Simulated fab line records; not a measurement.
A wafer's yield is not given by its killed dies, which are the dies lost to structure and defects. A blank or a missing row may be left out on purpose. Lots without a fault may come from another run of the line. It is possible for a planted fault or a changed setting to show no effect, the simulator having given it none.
Which tool is to blame? :: flow n5 finfet :: 12 lots, 36 wafers sampled, at 1 step of a route of 1938

WHAT THE GAUGES READ, wafer by wafer
N5_BEOL_M5_CD_MEAS_35: target cd 28 nm, target cd y 24 nm.
lot: L075
measured: day 9 02:49
on: cd sem-01
cd nm (nm): 28.1 27.7 28.1

lot: L076
measured: day 9 09:39
on: cd sem-02
cd nm (nm): 28.1 28.7 28.4

lot: L079
measured: day 9 17:00
on: cd sem-03
cd nm (nm): 28.4 28.5 28.3

lot: L082
measured: day 11 01:55
on: cd sem-03
cd nm (nm): 28.4 28.7 27.8

lot: L080
measured: day 11 08:03
on: cd sem-02
cd nm (nm): 28.0 27.9 28.5

lot: L085
measured: day 11 10:45
on: cd sem-03
cd nm (nm): 28.2 27.3 27.7

lot: L090
measured: day 12 07:11
on: cd sem-03
cd nm (nm): 28.5 27.9 27.7

lot: L088
measured: day 13 06:19
on: cd sem-02
cd nm (nm): 28.4 28.7 28.5

lot: L091
measured: day 13 09:27
on: cd sem-01
cd nm (nm): 28.0 27.5 27.7

lot: L094
measured: day 14 22:31
on: cd sem-01
cd nm (nm): 27.7 28.3 27.8

lot: L097
measured: day 15 03:02
on: cd sem-03
cd nm (nm): 27.6 27.8 28.2

lot: L096
measured: day 15 13:41
on: cd sem-02
cd nm (nm): 28.0 27.6 27.6

EACH LOT AND THE TOOL THAT RAN IT (in order: tool; ch and the chambers of the sampled wafers; start)
The record holds no process step before these readings.

THE ANSWER, worked out from the rows above alone
Rule: the usual values come from the lots themselves. The widest of any qualifying gaps counts: lots, ordered by their means at a reading, are off when they make up no more than a third of the lots, leave a main group of 4 or more, and stand apart from it by 3 or more times the standard deviation of that group's means. Not used: any main group whose means are identical at the precision the tables above print for the reading. A lot without any number at a reading at which 4 lots or more have one is off too. All remaining lots with rows at the step are treated as sound.
No lot is off at any reading shown: from this, nothing can be told.

WHAT THE SIMULATOR PUT IN
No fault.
